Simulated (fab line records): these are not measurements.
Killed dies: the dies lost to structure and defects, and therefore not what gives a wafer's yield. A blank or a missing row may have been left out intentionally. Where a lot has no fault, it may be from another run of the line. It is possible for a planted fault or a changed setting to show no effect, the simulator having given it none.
A lot that was struck, set against a sound lot	flow n5-finfet	37 out of 1938 route steps
Sound: these wafers, L757.2, L757.5, L757.6. Struck: wafer L754.2 (left out: L754.3, a lot-mate that was not struck); the cause follows at the end.
Each step with rows lists, per side, the tool, then ch with its chambers, then its first start. Under that, the readings that differ: sound wafers	struck wafers	difference of the means	sigmas: that difference in standard deviations of wafers without a fault.
alike: words and numbers the same on both sides, and readings whose means are apart by under 2 such deviations; not compared: readings that were withheld, readings missing a value for some wafer, numbers with overlapping values and no deviation given by the record, and bounds like >300 which may hide the same value.
A row with sigmas, a row that says differs or no value, or rows on one side alone: a step with any of these is where the two part. Non-overlapping numbers with no deviation appear without sigmas and do not part them. A reading missing from all wafers of one side parts the sides only when that side holds two or more wafers.

first, 9 steps without rows for these wafers: N5_BEOL_M6_DESCUM_33 (chemistry O2, time 7 s); N5_BEOL_M6_ETCH_72 (etches underlayer in N2/H2, target depth 6.5 nm, time 5.2 s); N5_BEOL_M6_ETCH_65 (etches SiARC in CF4, target depth 15.6 nm, time 26 s); N5_BEOL_M6_ETCH_66 (etches SOC in N2/H2, target depth 80 nm, overetch 16 nm, time 120 s); N5_BEOL_M6_STRIP_69 (strips in N2/H2); N5_BEOL_M6_STRIP_73 (strips in N2/H2); N5_BEOL_M6_VIA_ETCH_34 (etches SiCOH lowk in C4F6/O2, target depth 126.3 nm, time 50.9 s); N5_BEOL_M6_STRIP_76 (strips in C4F6/O2); N5_BEOL_M6_STRIP_36 (strips in N2/H2).
N5_BEOL_M6_TRENCH_ETCH_37: etches SiCOH lowk in C4F6/O2, target depth 94.435 nm, time 31.5 s.
  sound on rie-diel-04 ch 0,2,3, day 13 23:17; struck on rie-diel-01 ch 3, day 12 20:55
reading	sound	struck	difference	sigmas
run-length-s (s)	54.5 54.6 54.4	65.3	+10.8	+23
showerhead-plenum-p-Torr (Torr)	2.91 3.00 2.90	2.74	-0.20	-2
model.BEOL_M6.feature-depth-nm (nm)	93.4 100 96	124.4	+27.9	
model.etch.depth-nm (nm)	93.34 100 96.08	124.4	+27.9	
model.TiN_of_BEOL_M6_HM_DEP_02.thk-nm (nm)	17.6 17.6 17.6	16.2	-1.4	
  alike: O2_flow_sccm, drypump-motor-current-A, oes_f_703_au, oes-product-au, rf-vpp-V, throttle-valve-pct
  not compared: rf-hours-counter-h
then, 2 steps without rows for these wafers: N5_BEOL_M6_ETCH_41 (etches SiCN in CH3F/O2, target depth 29.7 nm, time 52 s); N5_BEOL_M6_STRIP_80 (strips in N2/H2, time 10 s).
N5_BEOL_M6_OCD_MEAS_38:
  struck on ocd-02, day 12 21:04; sound on ocd-01, day 13 23:27
reading	sound	struck	difference	sigmas
trench-depth-nm (nm)	93.4 100.3 96.3	124.8	+28.1	+12
then, 13 steps without rows for these wafers: N5_BEOL_M6_HM_STRIP_39 (strips TiN in peroxide tin strip, target depth 25 nm, time 158 s); N5_BEOL_M6_SRD_40 (time 30 s); N5_BEOL_M6_PRECLEAN_42 (cleans in residue remover, time 60 s); N5_BEOL_M6_SRD_43 (time 30 s); N5_BEOL_M6_CURE_75 (cures SiCOH lowk, time 120 s); N5_BEOL_M6_DEGAS_44 (time 60 s); N5_BEOL_M6_PRE_CLEAN_45 (time 30 s); N5_BEOL_M6_ALD_77 (deposits TaN, target thk 2 nm, pulse time 2 s, purge time 3 s); N5_BEOL_M6_SURFACE_TREAT_79; N5_BEOL_M6_CVD_78 (deposits Co from CCTBA/H2, target thk 2 nm, time 142.3 s); N5_BEOL_M6_SPUTTER_48 (material Cu, target thk 10 nm, time 1.667 s); N5_BEOL_M6_ECD_50 (material Cu, target thk 300 nm); N5_BEOL_M6_ANNEAL_51 (time 90 s).
N5_BEOL_M6_CMP_52: polishes, stops on SiCOH lowk, t overpolish 6.9 s, target thk 80 nm.
  sound on cmp-02 ch 0,1,3, day 14 03:08; struck on cmp-03 ch 3, day 12 23:57
reading	sound	struck	difference	sigmas
model.Cu_of_BEOL_M6_ECD_50.thk-nm (nm)	79 86.2 83	111.8	+29.1	
  alike: clearing-platen-rpm, motor-current-A, retaining-ring-pressure-frac
N5_BEOL_M6_THK_MEAS_53: measures by xrf.
  struck on film-metro-02, day 13 00:14; sound on film-metro-01, day 14 03:19
reading	sound	struck	difference	sigmas
M6_THK (nm)	79.9 87.0 83.5	111.3	+27.8	+10
then, 2 steps without rows for these wafers: N5_BEOL_M6_PRE_CLEAN_55 (time 15 s); N5_BEOL_M6_DEP_56 (deposits SiCN from 3MS/NH3, target thk 10 nm, time 17.5 s).
N5_BEOL_M6_RS_MEAS_57: uses a four-point probe to measure.
  struck on film-metro-02, day 13 00:23; sound on film-metro-02, day 14 03:27
reading	sound	struck	difference	sigmas
M6_RS (ohm/sq)	0.290 0.262 0.273	0.194	-0.081	-7
then, 5 steps without rows for these wafers: N5_BEOL_M7_ILD_DEP_00 (deposits SiCOH lowk from DEMS/porogen, target thk 179.75 nm, time 33.4 s); N5_BEOL_M7_CURE_74 (cures SiCOH lowk, time 240 s); N5_BEOL_M7_PECVD_70 (deposits SiO2 from TEOS/O2, target thk 20 nm, time 22.7 s); N5_BEOL_M7_HM_DEP_02 (deposits TiN, target thk 20 nm); N5_BEOL_M7_COAT_59 (time 60 s, resist thk 100 nm).
-- a jump in the record: the struck wafers' starts before and after are 3 days apart (it breaks off in module BEOL_M7 and resumes in module BEOL_M15, where the first step shown is number 1830 of the route) --
N5_BEOL_M15_RC_MEAS_101:
  sound on prober-02 ch 0, day 17 16:27; struck on prober-02 ch 0, day 16 08:22
reading	sound	struck	difference	sigmas
SERP_M6 (ohm/um)	13.9 12.8 12.8	9.7	-3.5	-4
SERP_M6_max_site (ohm/um)	14.7 13.3 13.5	9.7	-4.1	-5
  alike: COMB_M10, COMB_M11, COMB_M12, COMB_M13, COMB_M13_max_site, COMB_M14, COMB_M15, COMB_M5, COMB_M7, COMB_M8, COMB_M8_max_site, COMB_M9, SERP_M10, SERP_M11, SERP_M12, SERP_M12_max_site, SERP_M13, SERP_M14, SERP_M5, SERP_M7, SERP_M8, SERP_M9

== WHERE THEY PART ==
Last at N5_BEOL_M15_RC_MEAS_101 as far as this record goes, first at N5_BEOL_M6_TRENCH_ETCH_37.

WHY: whatever the simulator had introduced
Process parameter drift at N5_BEOL_M6_TRENCH_ETCH_37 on rie-diel-01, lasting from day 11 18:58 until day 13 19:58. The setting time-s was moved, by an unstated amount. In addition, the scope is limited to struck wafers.
